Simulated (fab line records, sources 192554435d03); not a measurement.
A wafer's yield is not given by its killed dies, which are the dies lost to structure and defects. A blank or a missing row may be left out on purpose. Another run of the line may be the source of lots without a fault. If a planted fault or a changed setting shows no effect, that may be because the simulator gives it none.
The tool behind it: which one? + flow n5-finfet + 11 lots with 33 wafers sampled at 5 steps, on a route of 1938 steps

== WHAT THE GAUGES SHOWED, per wafer ==
The record holds no reading of a measuring or inspecting step that can be judged against a usual standard deviation.

== WHAT TOOL EACH LOT RAN ON (gives the tool, then ch and the chambers of the sampled wafers, and finally the start) ==
| lot  | N5_BEOL_M6_ETCH_62                 | N5_BEOL_M15_SPUTTER_43       | N5_BEOL_M15_SPUTTER_45       | N5_MIM_TOP_SPUTTER_03        | N5_PASSIVATION_PROBE_49 |
|------|------------------------------------|------------------------------|------------------------------|------------------------------|-------------------------|
| L131 | rie-diel-06 ch 0,2,3, day 8 12:07  | pvd-sputter-02, day 11 08:48 | pvd-sputter-02, day 11 08:58 | pvd-sputter-03, day 11 14:33 | -                       |
| L130 | rie-diel-06 ch 0,2,3, day 8 16:57  | pvd-sputter-01, day 11 07:35 | pvd-sputter-01, day 11 07:45 | pvd-sputter-01, day 11 13:30 | -                       |
| L132 | rie-diel-06 ch 2,3, day 8 23:59    | pvd-sputter-01, day 11 14:13 | pvd-sputter-01, day 11 14:23 | pvd-sputter-03, day 11 17:56 | -                       |
| L133 | rie-diel-04 ch 1,2,3, day 9 04:14  | pvd-sputter-03, day 12 07:50 | pvd-sputter-03, day 12 07:59 | pvd-sputter-02, day 12 12:08 | -                       |
| L134 | rie-diel-02 ch 0,2, day 9 11:41    | pvd-sputter-03, day 12 15:04 | pvd-sputter-03, day 12 15:14 | pvd-sputter-01, day 12 20:04 | prober-02, day 13 06:35 |
| L141 | rie-diel-02 ch 0,1,3, day 11 11:04 | pvd-sputter-03, day 14 08:57 | pvd-sputter-03, day 14 09:07 | pvd-sputter-02, day 14 14:13 | prober-01, day 15 00:42 |
| L143 | rie-diel-02 ch 0,1,3, day 11 17:39 | pvd-sputter-02, day 14 17:44 | pvd-sputter-02, day 14 17:53 | pvd-sputter-02, day 14 22:48 | prober-02, day 15 09:19 |
| L144 | rie-diel-02 ch 0,1,3, day 12 07:15 | pvd-sputter-02, day 15 06:51 | pvd-sputter-02, day 15 07:01 | pvd-sputter-01, day 15 10:36 | prober-02, day 15 21:12 |
| L147 | rie-diel-04 ch 1,2, day 12 14:58   | pvd-sputter-01, day 15 13:58 | pvd-sputter-01, day 15 14:07 | pvd-sputter-02, day 15 18:59 | prober-02, day 16 04:47 |
| L151 | rie-diel-06 ch 0,1,3, day 13 23:52 | pvd-sputter-03, day 17 02:41 | pvd-sputter-03, day 17 02:51 | pvd-sputter-03, day 17 11:04 | -                       |
| L153 | rie-diel-04 ch 0,1, day 14 04:01   | pvd-sputter-02, day 17 01:02 | pvd-sputter-02, day 17 01:11 | pvd-sputter-01, day 17 07:49 | -                       |
- N5_BEOL_M6_ETCH_62: etches SOC in N2/H2, target depth 110 nm, overetch 22 nm, time 165 s.
- N5_BEOL_M15_SPUTTER_43: material TaN, target thk 15 nm, time 24.19 s.
- N5_BEOL_M15_SPUTTER_45: material Cu, target thk 100 nm, time 16.67 s.
- N5_MIM_TOP_SPUTTER_03: material TiN, target thk 35 nm, time 89.7 s.
- N5_PASSIVATION_PROBE_49

== AS READ BY THE TOOLS THEMSELVES (means over the sampled wafers that have a number; for cases with no such wafer, the mark the record gives instead) ==
N5_BEOL_M6_ETCH_62. Usual: drypump-motor-current-A 5.6 A, standard deviation 0.54; oes-product-au 0.69 a.u., standard deviation 0.063; rf-vpp-V 524.4 V, standard deviation 2.2; showerhead-plenum-p-Torr 2.56 Torr, standard deviation 0.077; throttle-valve-pct 17.79 %, standard deviation 0.22.
| lot  | tool        | drypump-motor-current-A (A) | oes-product-au (a.u.) | rf-vpp-V (V) | showerhead-plenum-p-Torr (Torr) | throttle-valve-pct (%) | flag |
|------|-------------|-----------------------------|-----------------------|--------------|---------------------------------|------------------------|------|
| L131 | rie-diel-06 | 5.7                         | 0.64                  | 522.4        | 2.51                            | 17.91                  |      |
| L130 | rie-diel-06 | 5.6                         | 0.64                  | 523.6        | 2.51                            | 17.90                  |      |
| L132 | rie-diel-06 | 5.4                         | 0.64                  | 522.2        | 2.51                            | 18.00                  |      |
| L133 | rie-diel-04 | 5.4                         | 0.67                  | 523.9        | 2.55                            | 17.80                  |      |
| L134 | rie-diel-02 | 5.0                         | 0.70                  | 525.9        | 2.61                            | 17.93                  |      |
| L141 | rie-diel-02 | 5.9                         | 0.75                  | 526.2        | 2.63                            | 17.65                  |      |
| L143 | rie-diel-02 | 5.9                         | 0.75                  | 526.3        | 2.63                            | 17.67                  |      |
| L144 | rie-diel-02 | 5.9                         | 0.74                  | 526.6        | 2.62                            | 17.69                  |      |
| L147 | rie-diel-04 | 5.3                         | 0.67                  | 524.2        | 2.54                            | 17.75                  |      |
| L151 | rie-diel-06 | 5.4                         | 0.78                  | 522.8        | 2.53                            | 17.70                  |      |
| L153 | rie-diel-04 | 6.0                         | 0.63                  | 523.5        | 2.54                            | 17.61                  |      |

N5_BEOL_M15_SPUTTER_43. Usual: susceptor-temp-C 50.01 C, standard deviation 0.12; throttle-valve-pct 30.1 %, standard deviation 0.41.
| lot  | tool           | susceptor-temp-C (C) | throttle-valve-pct (%) | flag |
|------|----------------|----------------------|------------------------|------|
| L131 | pvd-sputter-02 | 50.03                | 30.1                   |      |
| L130 | pvd-sputter-01 | 50.10                | 30.5                   |      |
| L132 | pvd-sputter-01 | 49.95                | 30.4                   |      |
| L133 | pvd-sputter-03 | 50.01                | 30.1                   |      |
| L134 | pvd-sputter-03 | 49.93                | 29.9                   |      |
| L141 | pvd-sputter-03 | 50.01                | 30.1                   |      |
| L143 | pvd-sputter-02 | 50.02                | 29.8                   |      |
| L144 | pvd-sputter-02 | 49.95                | 30.4                   |      |
| L147 | pvd-sputter-01 | 50.09                | 30.4                   |      |
| L151 | pvd-sputter-03 | 49.87                | 30.1                   |      |
| L153 | pvd-sputter-02 | 49.96                | 30.4                   |      |

N5_BEOL_M15_SPUTTER_45. Usual: susceptor-temp-C -20.01 C, standard deviation 0.11; throttle-valve-pct 30.0 %, standard deviation 0.42.
| lot  | tool           | susceptor-temp-C (C) | throttle-valve-pct (%) | flag |
|------|----------------|----------------------|------------------------|------|
| L131 | pvd-sputter-02 | -20.04               | 30.3                   |      |
| L130 | pvd-sputter-01 | -19.98               | 30.5                   |      |
| L132 | pvd-sputter-01 | -20.07               | 30.5                   |      |
| L133 | pvd-sputter-03 | -20.02               | 30.0                   |      |
| L134 | pvd-sputter-03 | -20.14               | 29.8                   |      |
| L141 | pvd-sputter-03 | -20.04               | 30.0                   |      |
| L143 | pvd-sputter-02 | -20.01               | 29.9                   |      |
| L144 | pvd-sputter-02 | -19.94               | 30.2                   |      |
| L147 | pvd-sputter-01 | -20.01               | 30.3                   |      |
| L151 | pvd-sputter-03 | -20.11               | 30.1                   |      |
| L153 | pvd-sputter-02 | -19.95               | 30.1                   |      |

N5_MIM_TOP_SPUTTER_03. Usual: susceptor-temp-C 199.99 C, standard deviation 0.17; throttle-valve-pct 30.0 %, standard deviation 0.42.
| lot  | tool           | susceptor-temp-C (C) | throttle-valve-pct (%) | flag |
|------|----------------|----------------------|------------------------|------|
| L131 | pvd-sputter-03 | 199.97               | 30.1                   |      |
| L130 | pvd-sputter-01 | 200.05               | 29.6                   |      |
| L132 | pvd-sputter-03 | 199.95               | 30.3                   |      |
| L133 | pvd-sputter-02 | 199.80               | 29.9                   |      |
| L134 | pvd-sputter-01 | 200.11               | 30.4                   |      |
| L141 | pvd-sputter-02 | 199.88               | 30.1                   |      |
| L143 | pvd-sputter-02 | 199.87               | 29.6                   |      |
| L144 | pvd-sputter-01 | 199.86               | 30.3                   |      |
| L147 | pvd-sputter-02 | 199.84               | 29.9                   |      |
| L151 | pvd-sputter-03 | 199.90               | 30.1                   |      |
| L153 | pvd-sputter-01 | 199.98               | 29.7                   |      |

N5_PASSIVATION_PROBE_49. Usual: defect-limited-yield 91.3 %, standard deviation 1.3; killed_at_M0_to_M3 33, standard deviation 8.9; killed_at_M4_up 15, standard deviation 5.4; killed-at-contacts 13, standard deviation 5.8; killed-at-front-end 39, standard deviation 9.9; killed-at-other 3.2, standard deviation 2.9; killed-dies 102, standard deviation 15; killed-open 68, standard deviation 12; killed-short 34, standard deviation 7.6; sort_bin_5_function 5.1 %, standard deviation 0.89; sort_bin_6_memory 3.2 %, standard deviation 0.63; sort-n-pass 1078, standard deviation 15; sort-yield-pct 91.3 %, standard deviation 1.3.
| lot  | tool      | defect-limited-yield (%) | killed_at_M0_to_M3 | killed_at_M4_up | killed-at-contacts | killed-at-front-end | killed-at-other | killed-dies | killed-open | killed-short | sort_bin_5_function (%) | sort_bin_6_memory (%) | sort-n-pass | sort-yield-pct (%) | flag |
|------|-----------|--------------------------|--------------------|-----------------|--------------------|---------------------|-----------------|-------------|-------------|--------------|-------------------------|-----------------------|-------------|--------------------|------|
| L134 | prober-02 | 90.7                     | 33                 | 22              | 7                  | 47                  | 1.0             | 110         | 68          | 42           | 5.7                     | 3.0                   | 1070        | 90.7               |      |
| L141 | prober-01 | 89.3                     | 24                 | 44              | 10                 | 40                  | 8.3             | 126         | 67          | 32           | 6.4                     | 3.5                   | 1054        | 89.3               | OFF  |
| L143 | prober-02 | 87.9                     | 30                 | 40              | 13                 | 57                  | 2.7             | 143         | 74          | 41           | 7.4                     | 4.0                   | 1037        | 87.9               | OFF  |
| L144 | prober-02 | 89.1                     | 32                 | 44              | 11                 | 34                  | 7.7             | 128         | 67          | 37           | 6.0                     | 4.0                   | 1052        | 89.1               | OFF  |
| L147 | prober-02 | 89.8                     | 42                 | 14              | 19                 | 44                  | 1.3             | 121         | 84          | 35           | 5.8                     | 4.0                   | 1059        | 89.8               |      |

== THE ANSWER, worked out from the rows above alone ==
Rule: a lot counts as off when the mean over its wafers that have a number is more than 3 standard deviations away from the usual mean. Also off: a lot with no number at a reading for which 4 or more lots have one. Any other lot the step has rows for is counted as sound. After the gauges, taken in route order, come the tools' own readings; for these a lot's mean is taken, as printed above. At the first step where some lot is off, the reading lying furthest off is the one used; lots without a number count as furthest.
Off, at N5_PASSIVATION_PROBE_49 on killed_at_M4_up: L141, L143, L144. Neither off nor sound, because the step has no rows for them: L131, L130, L132, L133, L151, L153.
If a tool, at that step or one of the process steps before it, ran each lot that is off and ran no sound lot following the first of them, it fits. One candidate fits, namely rie-diel-02 at N5_BEOL_M6_ETCH_62. A fault onset in the window from L134 (day 9 11:41, its last sound lot) to L141 (day 11 11:04, its first lot off) fits.
The tool's own readings at N5_BEOL_M6_ETCH_62 bear it out: on the lots that are off they differ by more than 5 times the standard deviation of the sound lots' means. drypump-motor-current-A reads 5.9 A there against 5.2 A on the sound lots.

== WHAT WAS PUT IN BY THE SIMULATOR ==
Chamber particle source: rie-diel-02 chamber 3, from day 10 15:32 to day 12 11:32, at N5_BEOL_M6_ETCH_62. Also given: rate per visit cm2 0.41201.
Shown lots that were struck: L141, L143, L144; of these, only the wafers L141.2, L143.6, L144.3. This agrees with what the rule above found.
